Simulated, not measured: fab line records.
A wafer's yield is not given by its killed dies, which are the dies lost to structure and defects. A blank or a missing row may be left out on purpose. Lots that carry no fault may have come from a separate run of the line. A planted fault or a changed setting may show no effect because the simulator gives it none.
fab line records	flow nandHarc
record lots=11	wafers=33	lastDay=24
route steps=1159 shown A_M1@1033 END@1159
lots that met no fault: taken from a fault-free run of the same line
startH: the number of hours between the record's first day and the start of the first shown wafer of the lot	waitH: hours elapsed since this lot's preceding step	" as in the row above	L1.1+2: one row covering several wafers at once	- either no value or no given start	* or withheld: withheld	< > ~ a bound
route shown NAME@n: names a module that has steps shown in the file, with the first one's number in the route	usual: the fault-free wafers' mean and standard deviation	same: alike in all rows	chamber/n: place in a boat	sites: each site's reading	_std_site: standard deviation of those values	_edge_site: inner sites' mean taken away from outer sites' mean	radiusMm: for every site, how far away it sits from the centre of the wafer	mask NAME#n: copy n	behind: tool/chamber where the wafer was last shaped	hold: why the lot went on hold/how many hours it stayed there/how the hold came to an end	device: which transistor (n, p or np) failed to switch	end of line: at the end of the route, the tests of the same wafers	for a step that has no rows: nothing shown but its recipe	killed: the dies lost at the first sort to structure and to defects; this is not the yield of the wafer	map: a wafer's dies, marking killed ones x, the rest . and places with no die _
set.NAME: setting as actually run; set.NAME@STEP: the setting as run at that earlier step	model.NAME: the simulator's own value behind a step, which no gauge read
a sample of lots followed through the steps of the route, with each step as a table and each wafer as a row
services: from which hour (startH, from the record's first day; less than 0 if before it) a tool's chamber was out of use, for how many hours, and why
## steps
# step NHARC_A_M1_EXPOSE_06
# recipe na=1.35	targetCdNm=120	doseMj=75.13	maskId=A_M1
# usual exposureDoseMJCm2=75.10/0.074	reticleTempC=22.99/0.11
lot.wafer	tool	chamber	startH	waitH	mask	exposureDoseMJCm2	reticleTempC
L441.1	arfiScanner-03	0	392.90	-	A_M1#0	75.08	23.22
L441.5	"	0	"	"	A_M1#0	75.14	23.07
L441.6	"	0	"	"	A_M1#0	75.07	23.03
L443.4	arfiScanner-02	0	409.07	-	A_M1#0	75.20	22.99
L443.5	"	0	"	"	A_M1#0	75.13	22.86
L443.6	"	0	"	"	A_M1#0	75.05	22.81
L442.1	arfiScanner-03	0	410.10	-	A_M1#0	75.17	22.92
L442.3	"	0	"	"	A_M1#0	75.10	22.95
L442.6	"	0	"	"	A_M1#0	75.14	22.76
L449.1	arfiScanner-03	0	439.31	-	A_M1#0	75.13	23.08
L449.4	"	0	"	"	A_M1#0	75.04	23.18
L449.6	"	0	"	"	A_M1#0	75.12	23.09
L450.1	arfiScanner-03	0	462.79	-	A_M1#0	75.05	22.94
L450.2	"	0	"	"	A_M1#0	75.21	22.77
L450.6	"	0	"	"	A_M1#0	75.17	22.83
L454.1	arfiScanner-03	0	476.91	-	A_M1#0	75.11	22.92
L454.4	"	0	"	"	A_M1#0	75.09	22.99
L454.6	"	0	"	"	A_M1#0	75.11	23.02
L452.1	arfiScanner-03	0	500.22	-	A_M1#0	75.28	23.02
L452.2	"	0	"	"	A_M1#0	75.14	23.02
L452.3	"	0	"	"	A_M1#0	75.18	22.63
L458.4	arfiScanner-01	0	500.60	-	A_M1#0	75.14	23.04
L458.5	"	0	"	"	A_M1#0	75.22	23.05
L458.6	"	0	"	"	A_M1#0	75.15	22.92
L457.1	arfiScanner-02	0	509.42	-	A_M1#0	75.09	23.11
L457.3	"	0	"	"	A_M1#0	75.01	23.03
L457.6	"	0	"	"	A_M1#0	75.17	23.04
L460.2	arfiScanner-02	0	518.51	-	A_M1#0	75.10	23.21
L460.3	"	0	"	"	A_M1#0	75.00	23.14
L460.4	"	0	"	"	A_M1#0	75.04	23.10
L462.1	arfiScanner-02	0	527.45	-	A_M1#0	75.01	23.02
L462.3	"	0	"	"	A_M1#0	75.07	22.93
L462.6	"	0	"	"	A_M1#0	75.09	22.97
# step NHARC_A_M1_CD_MEAS_09
# recipe targetCdNm=120	landingEnergyEv=500
# usual cdNm=120.5/0.76
lot.wafer	tool	chamber	startH	waitH	cdNm
L441.1	cdSem-01	0	393.04	-	120.0
L441.5	"	0	"	"	120.0
L441.6	"	0	"	"	120.2
L443.4	cdSem-01	0	409.20	-	119.0
L443.5	"	0	"	"	119.7
L443.6	"	0	"	"	119.7
L442.1	cdSem-02	0	410.24	-	119.6
L442.3	"	0	"	"	121.2
L442.6	"	0	"	"	120.6
L449.1	cdSem-01	0	439.45	-	120.9
L449.4	"	0	"	"	121.5
L449.6	"	0	"	"	120.7
L450.1	cdSem-01	0	462.93	-	120.3
L450.2	"	0	"	"	121.6
L450.6	"	0	"	"	120.5
L454.1	cdSem-02	0	477.05	-	132.4
L454.4	"	0	"	"	119.9
L454.6	"	0	"	"	132.7
L452.1	cdSem-02	0	500.36	-	120.9
L452.2	"	0	"	"	120.1
L452.3	"	0	"	"	120.0
L458.4	cdSem-01	0	500.74	-	121.1
L458.5	"	0	"	"	121.0
L458.6	"	0	"	"	120.0
L457.1	cdSem-03	0	509.56	-	119.5
L457.3	"	0	"	"	120.5
L457.6	"	0	"	"	119.9
L460.2	cdSem-01	0	518.65	-	122.0
L460.3	"	0	"	"	121.2
L460.4	"	0	"	"	121.4
L462.1	cdSem-01	0	527.59	-	121.1
L462.3	"	0	"	"	120.8
L462.6	"	0	"	"	121.3
# step NHARC_A_M1_OVL_MEAS_10
# recipe pitchNm=240
# usual overlayXNm=-0.1/0.82	overlayYNm=-0.1/0.9
lot.wafer	tool	chamber	startH	waitH	overlayXNm	overlayYNm
L441.1	overlay-02	-	393.13	-	-0.2	-1.1
L441.5	"	-	"	"	-0.1	-0.8
L441.6	"	-	"	"	0.5	-0.7
L443.4	overlay-02	-	409.29	-	-0.8	1.9
L443.5	"	-	"	"	-0.4	1.8
L443.6	"	-	"	"	-0.1	2.1
L442.1	overlay-02	-	410.33	-	-1.0	0.1
L442.3	"	-	"	"	-0.9	0.6
L442.6	"	-	"	"	-1.6	0.6
L449.1	overlay-01	-	439.54	-	0.7	-1.1
L449.4	"	-	"	"	1.0	-0.9
L449.6	"	-	"	"	0.9	-0.9
L450.1	overlay-01	-	463.02	-	-0.5	-0.9
L450.2	"	-	"	"	-0.7	-0.4
L450.6	"	-	"	"	-1.0	-0.8
L454.1	overlay-02	-	477.14	-	-0.9	-0.4
L454.4	"	-	"	"	-1.1	-0.1
L454.6	"	-	"	"	-0.8	-0.5
L452.1	overlay-02	-	500.44	-	0.3	-0.7
L452.2	"	-	"	"	0.1	-0.7
L452.3	"	-	"	"	0.2	-1.6
L458.4	overlay-02	-	500.82	-	1.6	-0.3
L458.5	"	-	"	"	0.5	-0.2
L458.6	"	-	"	"	1.0	-0.8
L457.1	overlay-02	-	509.65	-	-0.1	-1.2
L457.3	"	-	"	"	0.3	-1.5
L457.6	"	-	"	"	0.3	-1.7
L460.2	overlay-02	-	518.74	-	0.5	0.4
L460.3	"	-	"	"	0.8	0.3
L460.4	"	-	"	"	1.1	0.1
L462.1	overlay-02	-	527.68	-	0.3	0.7
L462.3	"	-	"	"	0.5	0.9
L462.6	"	-	"	"	0.7	0.2
# step NHARC_A_M1_ETCH_15
# recipe targetDepthA=1825	timeS=91.2	c4f8FlowSccm=withheld	arFlowSccm=400	rfW=600	biasW=300	chemistry=C4F8/Ar
# usual oesProductAu=0.947/0.024	rfVppV=442.2/1.8
lot.wafer	tool	chamber	startH	waitH	oesProductAu	rfHoursCounterH	rfVppV
L441.1	rieDiel-02	0	-	-	0.971	3	441.1
L441.6	"	1	"	"	0.937	-	442.7
L441.5	"	2	"	"	0.961	-	443.9
L443.4	rieDiel-06	3	-	-	0.981	4	445.2
L443.6	"	3	"	"	0.975	-	444.6
L443.5	"	0	"	"	0.969	-	443.0
L442.3	rieDiel-06	2	-	-	0.932	4	443.8
L442.1	"	1	"	"	0.921	4	439.8
L442.6	"	2	"	"	0.932	-	442.1
L449.1	rieDiel-02	0	-	-	0.932	7	441.0
L449.4	"	1	"	"	0.924	-	442.8
L449.6	"	0	"	"	0.934	-	440.0
L450.2	rieDiel-06	3	-	-	0.958	1	444.4
L450.1	"	2	"	"	0.941	1	441.8
L450.6	"	3	"	"	0.958	-	444.5
L454.1	rieDiel-02	0	-	-	0.926	11	442.9
L454.4	"	1	"	"	0.922	10	442.1
L454.6	"	0	"	"	0.936	-	441.1
L452.1	rieDiel-02	3	-	-	0.933	12	440.2
L452.2	"	0	"	"	0.934	12	441.7
L452.3	"	1	"	"	0.912	12	441.2
L458.4	rieDiel-06	1	-	-	0.928	2	439.8
L458.6	"	1	"	"	0.921	-	441.5
L458.5	"	2	"	"	0.914	-	443.2
L457.3	rieDiel-08	0	-	-	0.927	2	442.0
L457.1	"	1	"	"	0.949	2	438.6
L457.6	"	0	"	"	0.932	-	442.1
L460.3	rieDiel-08	2	-	-	0.953	3	441.1
L460.2	"	3	"	"	0.989	3	443.0
L460.4	"	0	"	"	0.938	3	441.1
L462.1	rieDiel-06	0	-	-	0.959	2	442.4
L462.3	"	2	"	"	0.936	2	442.9
L462.6	"	3	"	"	0.956	-	445.4
# step NHARC_A_M1_DEGAS_29
# recipe tempC=250	timeS=60
# usual heaterPowerW=339/24
lot.wafer	tool	chamber	startH	waitH	heaterPowerW
L441.1	pvdSputter-03	-	394.25	-	373
L441.6	"	-	"	"	366
L441.5	"	-	"	"	368
L443.4	pvdSputter-02	-	410.41	-	329
L443.6	"	-	"	"	331
L443.5	"	-	"	"	339
L442.3	pvdSputter-01	-	411.46	-	334
L442.1	"	-	"	"	331
L442.6	"	-	"	"	305
L449.4	pvdSputter-01	-	440.75	-	326
L449.1	"	-	"	"	341
L449.6	"	-	"	"	297
L450.2	pvdSputter-02	-	464.16	-	349
L450.1	"	-	"	"	317
L450.6	"	-	"	"	301
L454.4	pvdSputter-02	-	478.26	-	329
L454.1	"	-	"	"	309
L454.6	"	-	"	"	330
L452.3	pvdSputter-01	-	501.57	-	340
L452.1	"	-	"	"	329
L452.2	"	-	"	"	303
L458.4	pvdSputter-02	-	501.95	-	335
L458.5	"	-	"	"	341
L458.6	"	-	"	"	329
L457.1	pvdSputter-03	-	510.78	-	364
L457.3	"	-	"	"	372
L457.6	"	-	"	"	373
L460.4	pvdSputter-02	-	519.85	-	351
L460.2	"	-	"	"	315
L460.3	"	-	"	"	325
L462.1	pvdSputter-01	-	528.80	-	333
L462.3	"	-	"	"	292
L462.6	"	-	"	"	331
# step NHARC_END_SORT_01
# recipe tempC=25
# usual defectLimitedYield=95.3/1.5	killedAtArray=28/10	killedAtOther=0.6/1.1	killedAtPeriphery=3.6/2.6	killedDies=32/10	killedOpen=3.3/1.8	killedShort=1.9/1.4	sort_bin_2_pct=1.5/0.61	sort_bin_3_pct=0.27/0.2	sort_bin_4_pct=3.0/1	sortNPass=645/10	sortRimYieldPct=97.3/1.9	sortYieldPct=95.3/1.5
# same grossDies=677	sort_bin_5_pct[%]=0	sort_bin_6_pct[%]=0	sort_bin_7_pct[%]=0	sort_bin_8_pct[%]=0	sortRimNGross=106.00
lot.wafer	tool	chamber	startH	waitH	defectLimitedYield[%]	killedAtArray	killedAtOther	killedAtPeriphery	killedDies	killedOpen	killedShort	sort_bin_2_pct[%]	sort_bin_3_pct[%]	sort_bin_4_pct[%]	sortNPass	sortRimYieldPct[%]	sortYieldPct[%]
L441.1	prober-02	0	428.64	2.5	94.7	31	1	4	36	5	0	0.9	0.15	4.3	641	95.3	94.7
L441.5	prober-02	0	431.85	3.7	94.7	34	0	2	36	0	4	1.5	0.15	3.7	641	97.2	94.7
L441.6	prober-02	0	432.65	4.0	95.4	27	0	4	31	4	2	1.0	0.44	3.1	646	96.2	95.4
L443.4	prober-02	0	443.45	3.4	95.4	28	0	3	31	3	2	1.3	0.30	3.0	646	98.1	95.4
L443.5	prober-02	0	444.25	3.7	95.1	32	0	1	33	3	3	1.5	0	3.4	644	98.1	95.1
L443.6	prober-02	0	445.05	4.0	95.4	30	0	1	31	1	3	0.6	1.18	2.8	646	99.1	95.4
L442.1	prober-01	0	456.56	2.5	97.5	14	0	3	17	7	1	1.0	0.15	1.3	660	99.1	97.5
L442.3	prober-01	0	458.16	3.1	98.1	8	0	5	13	3	1	0.7	0	1.2	664	99.1	98.1
L442.6	prober-01	0	460.57	4.0	96.3	24	0	1	25	8	1	1.3	0.30	2.1	652	97.2	96.3
L449.1	prober-02	0	477.52	2.5	93.2	33	6	7	46	6	0	2.2	0.44	4.1	631	97.2	93.2
L449.4	prober-02	0	479.88	3.3	93.8	35	6	1	42	3	2	2.4	0.44	3.4	635	99.1	93.8
L449.6	prober-02	0	481.45	3.9	95.9	23	1	4	28	0	1	1.0	0.30	2.8	649	96.2	95.9
L450.1	prober-01	0	505.30	2.5	95.3	29	3	0	32	2	1	2.7	0.30	1.8	645	98.1	95.3
L450.2	prober-01	0	506.11	2.8	93.1	37	3	7	47	1	3	1.6	0.59	4.7	630	92.5	93.1
L450.6	prober-01	0	509.32	4.0	93.1	44	1	2	47	4	2	1.3	0.44	5.2	630	98.1	93.1
L454.1	prober-01	0	513.77	2.5	94.8	33	1	1	35	4	3	1.5	0	3.7	642	95.3	94.8
L454.4	prober-01	0	516.15	3.4	94.8	32	0	3	35	5	1	1.6	0	3.5	642	96.2	94.8
L454.6	prober-01	0	517.74	4.0	95.1	26	0	7	33	6	1	1.9	0.15	2.8	644	95.3	95.1
L452.1	prober-01	0	534.32	2.5	97.6	11	0	5	16	3	2	0.1	0.15	2.1	661	99.1	97.6
L452.2	prober-01	0	535.12	2.8	97.2	17	0	2	19	4	4	0.7	0.15	1.9	658	95.3	97.2
L452.3	prober-01	0	535.92	3.1	96.8	18	0	4	22	1	0	0.6	0.30	2.4	655	98.1	96.8
L458.4	prober-01	0	544.55	3.4	95.4	28	0	3	31	4	3	2.2	0.15	2.2	646	96.2	95.4
L458.5	prober-01	0	545.34	3.7	94.8	34	0	1	35	1	5	1.2	0.15	3.8	642	96.2	94.8
L458.6	prober-01	0	546.13	4.0	95.0	34	0	0	34	5	1	1.8	0.59	2.7	643	95.3	95.0
L457.1	prober-02	0	547.82	2.5	96.5	21	0	3	24	5	1	1.3	0	2.2	653	97.2	96.5
L457.3	prober-02	0	549.42	3.1	96.2	21	0	5	26	3	1	1.0	0	2.8	651	96.2	96.2
L457.6	prober-02	0	551.82	4.0	95.4	25	0	6	31	3	4	1.3	0.30	3.0	646	94.3	95.4
L460.2	prober-01	0	555.85	2.8	91.4	55	2	1	58	6	5	2.7	0.44	5.5	619	91.5	91.4
L460.3	prober-01	0	556.65	3.1	94.1	40	0	0	40	3	1	2.5	0.15	3.2	637	98.1	94.1
L460.4	prober-01	0	557.46	3.4	93.4	44	0	1	45	5	0	1.8	0.44	4.4	632	96.2	93.4
L462.1	prober-02	0	563.44	2.5	94.2	38	0	1	39	3	1	2.4	0	3.4	638	98.1	94.2
L462.3	prober-02	0	565.07	3.1	94.7	34	0	2	36	3	3	1.3	0.15	3.8	641	98.1	94.7
L462.6	prober-02	0	567.51	4.1	94.4	35	1	2	38	2	2	1.2	0.15	4.3	639	100.0	94.4
# killed by level:class
L441.1 A_CHANNEL_HOLE_D1:chamberFilmFlake=14 A_SLIT:chamberFilmFlake=10 A_CONTACT:chamberFilmFlake=3 P_ZERO_WELL:chamberFilmFlake=2 P_CONTACT:geometricParticle:open=1 A_CHANNEL_FILL_D1:geometricParticle:open=1 A_CONTACT:geometricParticle:open=1 A_BLC:geometricParticle:open=1
L441.5 A_SLIT:chamberFilmFlake=14 A_CHANNEL_HOLE_D1:chamberFilmFlake=11 A_CONTACT:chamberFilmFlake=3 A_ONON_D1:geometricParticle:short=2 A_STAIRCASE:chamberFilmFlake=2 A_CHANNEL_FILL_D1:geometricParticle:short=1 A_SGD_CUT:geometricParticle:short=1 P_GATE:chamberFilmFlake=1
L441.6 A_CHANNEL_HOLE_D1:chamberFilmFlake=10 A_SLIT:chamberFilmFlake=6 A_STAIRCASE:chamberFilmFlake=4 A_WL_FILL:geometricParticle:open=2 A_CONTACT:geometricParticle:open=2 P_STI:chamberFilmFlake=2 P_CONTACT:geometricParticle:short=1 A_CHANNEL_FILL_D1:geometricParticle:short=1
L443.4 A_CHANNEL_HOLE_D1:chamberFilmFlake=19 A_CONTACT:geometricParticle:open=2 A_STAIRCASE:chamberFilmFlake=2 A_SLIT:chamberFilmFlake=2 A_CONTACT:chamberFilmFlake=2 P_GATE:geometricParticle:short=1 P_M1:geometricParticle:open=1 A_CHANNEL_FILL_D1:geometricParticle:short=1
L443.5 A_CHANNEL_HOLE_D1:chamberFilmFlake=18 A_STAIRCASE:chamberFilmFlake=5 A_SLIT:chamberFilmFlake=3 P_M0:geometricParticle:short=1 A_CHANNEL_FILL_D1:geometricParticle:short=1 A_CHANNEL_FILL_D1:geometricParticle:open=1 A_SGD_CUT:geometricParticle:open=1 A_M0:geometricParticle:open=1
L443.6 A_CHANNEL_HOLE_D1:chamberFilmFlake=18 A_STAIRCASE:chamberFilmFlake=4 A_CONTACT:chamberFilmFlake=4 P_M0:geometricParticle:short=1 A_CHANNEL_FILL_D1:geometricParticle:short=1 A_STAIRCASE:geometricParticle:short=1 A_CONTACT:geometricParticle:open=1 A_WL_FILL:chamberFilmFlake=1
L442.1 A_STAIRCASE:chamberFilmFlake=3 A_CONTACT:geometricParticle:open=2 A_CHANNEL_HOLE_D1:chamberFilmFlake=2 P_M0:geometricParticle:open=1 A_ONON_D1:geometricParticle:open=1 A_CHANNEL_HOLE_D1:geometricParticle:short=1 A_CHANNEL_HOLE_D1:geometricParticle:open=1 A_BLC:geometricParticle:open=1
L442.3 P_STI:chamberFilmFlake=3 A_STAIRCASE:chamberFilmFlake=2 A_SGD_CUT:chamberFilmFlake=2 P_M2:geometricParticle:open=1 A_CHANNEL_FILL_D1:geometricParticle:short=1 A_CHANNEL_FILL_D1:geometricParticle:open=1 A_CONTACT:geometricParticle:open=1 P_M1:chamberFilmFlake=1
L442.6 A_ONON_D1:geometricParticle:open=4 A_CONTACT:geometricParticle:open=4 A_STAIRCASE:chamberFilmFlake=4 A_WL_FILL:chamberFilmFlake=4 A_CONTACT:chamberFilmFlake=4 A_CHANNEL_HOLE_D1:chamberFilmFlake=2 A_ONON_D1:geometricParticle:short=1 P_STI:chamberFilmFlake=1
L449.1 A_STAIRCASE:chamberFilmFlake=8 A_SLIT:chamberFilmFlake=8 THIN_TSV:chamberFilmFlake=6 A_CHANNEL_HOLE_D1:chamberFilmFlake=6 P_GATE:chamberFilmFlake=4 A_CONTACT:chamberFilmFlake=4 A_ONON_D1:geometricParticle:open=2 A_WL_FILL:chamberFilmFlake=2
L449.4 A_SLIT:chamberFilmFlake=11 A_CHANNEL_HOLE_D1:chamberFilmFlake=9 A_STAIRCASE:chamberFilmFlake=6 THIN_TSV:chamberFilmFlake=6 A_WL_FILL:chamberFilmFlake=2 A_CONTACT:chamberFilmFlake=2 A_ONON_D1:geometricParticle:open=1 A_CHANNEL_FILL_D1:geometricParticle:open=1
L449.6 A_SLIT:chamberFilmFlake=10 A_STAIRCASE:chamberFilmFlake=8 P_GATE:chamberFilmFlake=4 A_CHANNEL_HOLE_D1:chamberFilmFlake=3 A_CONTACT:geometricParticle:short=1 A_CONTACT:chamberFilmFlake=1 THIN_TSV:chamberFilmFlake=1
L450.1 A_CHANNEL_HOLE_D1:chamberFilmFlake=15 A_SLIT:chamberFilmFlake=7 THIN_TSV:chamberFilmFlake=3 A_STAIRCASE:chamberFilmFlake=2 A_SOURCE_PLATE:geometricParticle:open=1 A_CHANNEL_FILL_D1:geometricParticle:open=1 A_CHANNEL_FILL_D1:geometricParticle:short=1 A_ZERO_WELL:chamberFilmFlake=1
L450.2 A_CHANNEL_HOLE_D1:chamberFilmFlake=21 A_SLIT:chamberFilmFlake=8 P_STI:chamberFilmFlake=5 THIN_TSV:chamberFilmFlake=3 A_STAIRCASE:chamberFilmFlake=2 A_WL_FILL:chamberFilmFlake=2 P_M0:geometricParticle:short=1 A_SOURCE_PLATE:geometricParticle:short=1
L450.6 A_SLIT:chamberFilmFlake=17 A_CHANNEL_HOLE_D1:chamberFilmFlake=16 A_M0:geometricParticle:open=2 A_CHANNEL_FILL_D1:chamberFilmFlake=2 A_STAIRCASE:chamberFilmFlake=2 P_M0:geometricParticle:short=1 A_ONON_D1:geometricParticle:open=1 A_WL_FILL:geometricParticle:short=1
L454.1 A_SLIT:chamberFilmFlake=12 A_CHANNEL_HOLE_D1:chamberFilmFlake=5 A_STAIRCASE:chamberFilmFlake=4 A_CONTACT:geometricParticle:open=3 A_ONON_D1:geometricParticle:short=2 A_WL_FILL:chamberFilmFlake=2 A_CONTACT:chamberFilmFlake=2 A_CHANNEL_FILL_D1:geometricParticle:short=1
L454.4 A_SLIT:chamberFilmFlake=13 A_CHANNEL_HOLE_D1:chamberFilmFlake=6 A_STAIRCASE:chamberFilmFlake=4 A_WL_FILL:chamberFilmFlake=4 A_CONTACT:geometricParticle:open=2 P_GATE:geometricParticle:open=1 P_CONTACT:geometricParticle:open=1 A_SGD_CUT:geometricParticle:short=1
L454.6 A_SLIT:chamberFilmFlake=15 P_ZERO_WELL:chamberFilmFlake=2 A_CHANNEL_HOLE_D1:chamberFilmFlake=2 A_WL_FILL:chamberFilmFlake=2 A_CONTACT:chamberFilmFlake=2 P_STI:geometricParticle:open=1 P_GATE:geometricParticle:open=1 P_M0:geometricParticle:short=1
L452.1 A_CHANNEL_HOLE_D1:chamberFilmFlake=3 P_CONTACT:geometricParticle:open=2 A_CHANNEL_FILL_D1:chamberFilmFlake=2 A_STAIRCASE:chamberFilmFlake=2 A_CONTACT:chamberFilmFlake=2 P_CONTACT:geometricParticle:short=1 P_M1:geometricParticle:short=1 A_M0:geometricParticle:open=1
L452.2 A_CHANNEL_HOLE_D1:chamberFilmFlake=4 A_CHANNEL_HOLE_D1:geometricParticle:short=3 A_CONTACT:geometricParticle:open=2 A_SGD_CUT:chamberFilmFlake=2 A_WL_FILL:chamberFilmFlake=2 P_GATE:geometricParticle:short=1 A_WL_FILL:geometricParticle:open=1 A_M1:geometricParticle:open=1
L452.3 A_CHANNEL_HOLE_D1:chamberFilmFlake=8 A_STAIRCASE:chamberFilmFlake=4 A_CONTACT:chamberFilmFlake=3 P_ZERO_WELL:chamberFilmFlake=2 A_ONON_D1:geometricParticle:open=1 P_GATE:chamberFilmFlake=1 P_BONDPAD:chamberFilmFlake=1 A_CHANNEL_FILL_D1:chamberFilmFlake=1
L458.4 A_SLIT:chamberFilmFlake=13 A_STAIRCASE:chamberFilmFlake=5 A_CHANNEL_HOLE_D1:chamberFilmFlake=2 A_CONTACT:chamberFilmFlake=2 P_STI:geometricParticle:short=1 P_M0:geometricParticle:open=1 A_SOURCE_PLATE:geometricParticle:open=1 A_SOURCE_PLATE:geometricParticle:short=1
L458.5 A_STAIRCASE:chamberFilmFlake=12 A_SLIT:chamberFilmFlake=9 A_CONTACT:chamberFilmFlake=5 A_ONON_D1:geometricParticle:short=2 A_CONTACT:geometricParticle:short=1 A_CONTACT:geometricParticle:open=1 A_M0:geometricParticle:short=1 A_M1:geometricParticle:short=1
L458.6 A_SLIT:chamberFilmFlake=11 A_CHANNEL_HOLE_D1:chamberFilmFlake=6 A_STAIRCASE:chamberFilmFlake=5 A_CONTACT:chamberFilmFlake=5 A_CONTACT:geometricParticle:open=2 A_ONON_D1:geometricParticle:open=1 A_CHANNEL_FILL_D1:geometricParticle:short=1 A_WL_FILL:geometricParticle:open=1
L457.1 A_CHANNEL_HOLE_D1:chamberFilmFlake=4 A_SGD_CUT:chamberFilmFlake=4 A_WL_FILL:chamberFilmFlake=4 P_CONTACT:geometricParticle:open=2 A_CONTACT:geometricParticle:open=2 A_STAIRCASE:chamberFilmFlake=2 A_CONTACT:chamberFilmFlake=2 A_M0:geometricParticle:open=1
L457.3 A_STAIRCASE:chamberFilmFlake=8 A_CHANNEL_HOLE_D1:chamberFilmFlake=5 A_CONTACT:chamberFilmFlake=3 A_SGD_CUT:chamberFilmFlake=2 P_GATE:geometricParticle:open=1 P_M1:geometricParticle:open=1 P_M2:geometricParticle:open=1 A_CHANNEL_FILL_D1:geometricParticle:short=1
L457.6 P_M0:chamberFilmFlake=4 A_CHANNEL_HOLE_D1:chamberFilmFlake=4 A_STAIRCASE:chamberFilmFlake=4 A_SGD_CUT:chamberFilmFlake=3 A_CONTACT:geometricParticle:short=2 A_ZERO_WELL:chamberFilmFlake=2 A_SLIT:chamberFilmFlake=2 A_CONTACT:chamberFilmFlake=2
L460.2 A_CHANNEL_HOLE_D1:chamberFilmFlake=22 A_SLIT:chamberFilmFlake=17 A_STAIRCASE:chamberFilmFlake=4 A_CONTACT:geometricParticle:open=3 A_CONTACT:geometricParticle:short=2 A_SGD_CUT:geometricParticle:short=1 A_WL_FILL:geometricParticle:open=1 A_WL_FILL:geometricParticle:short=1
L460.3 A_CHANNEL_HOLE_D1:chamberFilmFlake=18 A_SLIT:chamberFilmFlake=8 A_STAIRCASE:chamberFilmFlake=4 A_CONTACT:chamberFilmFlake=4 A_ZERO_WELL:chamberFilmFlake=2 A_CONTACT:geometricParticle:open=1 A_M0:geometricParticle:open=1 A_M0:geometricParticle:short=1
L460.4 A_CHANNEL_HOLE_D1:chamberFilmFlake=22 A_SLIT:chamberFilmFlake=12 A_STAIRCASE:chamberFilmFlake=3 A_CONTACT:geometricParticle:open=2 A_CONTACT:chamberFilmFlake=2 P_CONTACT:geometricParticle:open=1 A_CHANNEL_FILL_D1:geometricParticle:open=1 A_SGD_CUT:geometricParticle:open=1
L462.1 A_CHANNEL_HOLE_D1:chamberFilmFlake=22 A_CONTACT:chamberFilmFlake=8 A_ONON_D1:geometricParticle:open=2 A_STAIRCASE:chamberFilmFlake=2 A_WL_FILL:geometricParticle:short=1 A_CONTACT:geometricParticle:open=1 P_GATE:chamberFilmFlake=1 A_WL_FILL:chamberFilmFlake=1
L462.3 A_CHANNEL_HOLE_D1:chamberFilmFlake=19 A_ZERO_WELL:chamberFilmFlake=3 A_CHANNEL_FILL_D1:chamberFilmFlake=2 A_SLIT:chamberFilmFlake=2 A_CONTACT:chamberFilmFlake=2 P_M1:geometricParticle:open=1 A_SOURCE_PLATE:geometricParticle:open=1 A_ONON_D1:geometricParticle:short=1
L462.6 A_CHANNEL_HOLE_D1:chamberFilmFlake=26 A_CONTACT:chamberFilmFlake=3 P_M0:geometricParticle:open=2 A_WL_FILL:chamberFilmFlake=2 A_CHANNEL_FILL_D1:geometricParticle:short=1 A_WL_FILL:geometricParticle:short=1 A_CHANNEL_FILL_D1:chamberFilmFlake=1 A_STAIRCASE:chamberFilmFlake=1
## services
tool	chamber	startH	hours	kind
rieDiel-06	0	372.70	-	clean
rieDiel-06	1	372.70	-	clean
rieDiel-06	2	372.70	-	clean
rieDiel-06	3	372.70	-	clean
rieDiel-08	1	374.74	5.0	repair
arfiScanner-02	-	376.07	2.4	repair
pvdSputter-02	-	392.06	10.0	pm
rieDiel-06	0	397.20	-	clean
rieDiel-06	1	397.20	-	clean
rieDiel-06	2	397.20	-	clean
rieDiel-06	3	397.20	-	clean
rieDiel-06	-	418.20	9.0	pm
rieDiel-06	0	418.20	9.0	ventCycle
rieDiel-06	1	418.20	9.0	ventCycle
arfiScanner-02	-	428.00	4.0	pm
rieDiel-08	0	451.13	4.8	repair
pvdSputter-03	-	458.02	10.0	pm
rieDiel-06	0	478.18	7.4	repair
rieDiel-08	-	478.80	9.0	pm
arfiScanner-03	-	484.00	4.0	pm
rieDiel-06	2	503.02	16.0	repair
rieDiel-02	-	505.14	9.0	pm
pvdSputter-01	-	514.00	10.0	pm
arfiScanner-02	-	527.68	18.7	repair
## key
firstSign step=NHARC_A_M1_CD_MEAS_09	reading=cdNm	direction=up	sigmas=16	usual=120.5	struck=132.5
effect none on later readings
metAt NHARC_A_M1_EXPOSE_06
struckLots L454
struckWafers L454.1,L454.6
notActingAt NHARC_A_M1_OVL_MEAS_10,NHARC_A_M1_ETCH_15,NHARC_A_M1_DEGAS_29
onsetBetween 462.79 476.91
fault kind=processParameterDrift	tool=arfiScanner-03	chamber=-	onsetH=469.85	steps=NHARC_A_M1_EXPOSE_06	channel=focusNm	offset=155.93	shape=step	endH=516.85	scope=struckWafersOnly
